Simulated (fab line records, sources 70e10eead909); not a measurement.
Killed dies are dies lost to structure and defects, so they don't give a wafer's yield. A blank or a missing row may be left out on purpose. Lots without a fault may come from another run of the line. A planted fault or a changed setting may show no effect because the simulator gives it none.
A struck lot beside a sound one | flow nand_harc | 14 steps out of a route of 1302
Sound: wafers L132.3, L132.4, L132.6. Struck: wafer L138.1. (L138.2, L138.3 of the same lot were not struck and are left out.) The cause comes at the end.
At each step with rows: each side's tool, then ch and its chambers, then its first start. Under that, the readings that differ: sound wafers | struck wafers | difference of the means | sigmas: that difference in standard deviations of wafers without a fault.
alike: readings whose means differ by less than 2 such deviations, and words and numbers that are the same on both sides. not compared: withheld readings, readings that some wafer has no value for, bounds like >300 that may hide the same value, and numbers for which the record gives no deviation and whose values overlap.
The two part at a step that has a row with sigmas, a row that says differs or no value, or rows on one side only. Numbers that don't overlap but have no deviation are shown without sigmas and don't part them. A reading that every wafer of one side lacks parts them only if that side has two wafers or more.

first, 4 steps without rows for these wafers: NHARC_P_BONDPAD_EBR_05; NHARC_P_BONDPAD_EXPOSE_06 (exposes mask P BPAD); NHARC_P_BONDPAD_PEB_07 (peb time 80 s); NHARC_P_BONDPAD_DEVELOP_08 (time 50 s).
NHARC_P_BONDPAD_CD_MEAS_09: target cd 500 nm.
  sound on cd_sem-03 ch 0, day 9 13:44; struck on cd_sem-02 ch 0, day 11 09:02
  alike: cd_nm
NHARC_P_BONDPAD_OVL_MEAS_38:
  sound on overlay-01, day 9 13:49; struck on overlay-02, day 11 09:07
  alike: overlay_x_nm, overlay_y_nm
then, 1 step without rows for these wafers: NHARC_P_BONDPAD_HARDBAKE_10 (time 65 s).
NHARC_P_BONDPAD_DESCUM_11: chemistry O2, time 3 s.
  sound on rie_diel-03 ch 0,2,3, day 9 13:56; struck on rie_diel-03 ch 2, day 11 09:15
  alike: drypump_motor_current_A, oes_product_au, rf_vpp_V, showerhead_plenum_p_Torr, throttle_valve_pct
  not compared: rf_hours_counter_h
NHARC_P_BONDPAD_ETCH_37: etches the open film in N2/H2, target depth 60 nm, overetch 18 nm, time 65.91 s.
  sound on rie_diel-03 ch 0,2, day 9 14:01; struck on rie_diel-03 ch 0, day 11 09:20
  alike: drypump_motor_current_A, oes_product_au, rf_vpp_V, showerhead_plenum_p_Torr, throttle_valve_pct
  not compared: rf_hours_counter_h
NHARC_P_BONDPAD_ETCH_12: etches the open film in CHF3/O2, target depth 200 nm, time 100 s.
  sound on rie_diel-03 ch 1,2,3; struck on rie_diel-03 ch 0
  alike: drypump_motor_current_A, oes_product_au, rf_vpp_V, showerhead_plenum_p_Torr, throttle_valve_pct
  not compared: rf_hours_counter_h
NHARC_P_BONDPAD_CD_MEAS_13:
  sound on cd_sem-02, day 9 14:15; struck on cd_sem-02, day 11 09:34
  alike: cd_nm
NHARC_P_BONDPAD_STRIP_15: strips in O2.
  sound on rie_diel-05 ch 0,2,3, day 9 14:20; struck on rie_diel-03 ch 3, day 11 09:38
  reading               | sound             | struck | difference | sigmas
  oes_product_au (a.u.) | 1.025 1.013 0.998 | 0.981  | -0.031     | -3
  alike: drypump_motor_current_A, rf_vpp_V, showerhead_plenum_p_Torr, throttle_valve_pct
  not compared: rf_hours_counter_h
NHARC_P_BONDPAD_ETCH_24: etches the open film in CF4/N2, target depth 30 nm, time 72.99 s.
  sound on rie_diel-05 ch 0,2,3, day 9 14:31; struck on rie_diel-03 ch 1, day 11 09:47
  reading               | sound             | struck | difference | sigmas
  oes_product_au (a.u.) | 0.997 0.988 1.012 | 0.806  | -0.193     | -20
  alike: drypump_motor_current_A, rf_vpp_V, showerhead_plenum_p_Torr, throttle_valve_pct
  not compared: rf_hours_counter_h
then, 1 step without rows for these wafers: NHARC_P_BONDPAD_STRIP_16 (strips in post etch residue remover, time 600 s).

WHERE THEY PART
First at NHARC_P_BONDPAD_STRIP_15; last, within this record, at NHARC_P_BONDPAD_ETCH_24.

WHY: what the simulator had put in
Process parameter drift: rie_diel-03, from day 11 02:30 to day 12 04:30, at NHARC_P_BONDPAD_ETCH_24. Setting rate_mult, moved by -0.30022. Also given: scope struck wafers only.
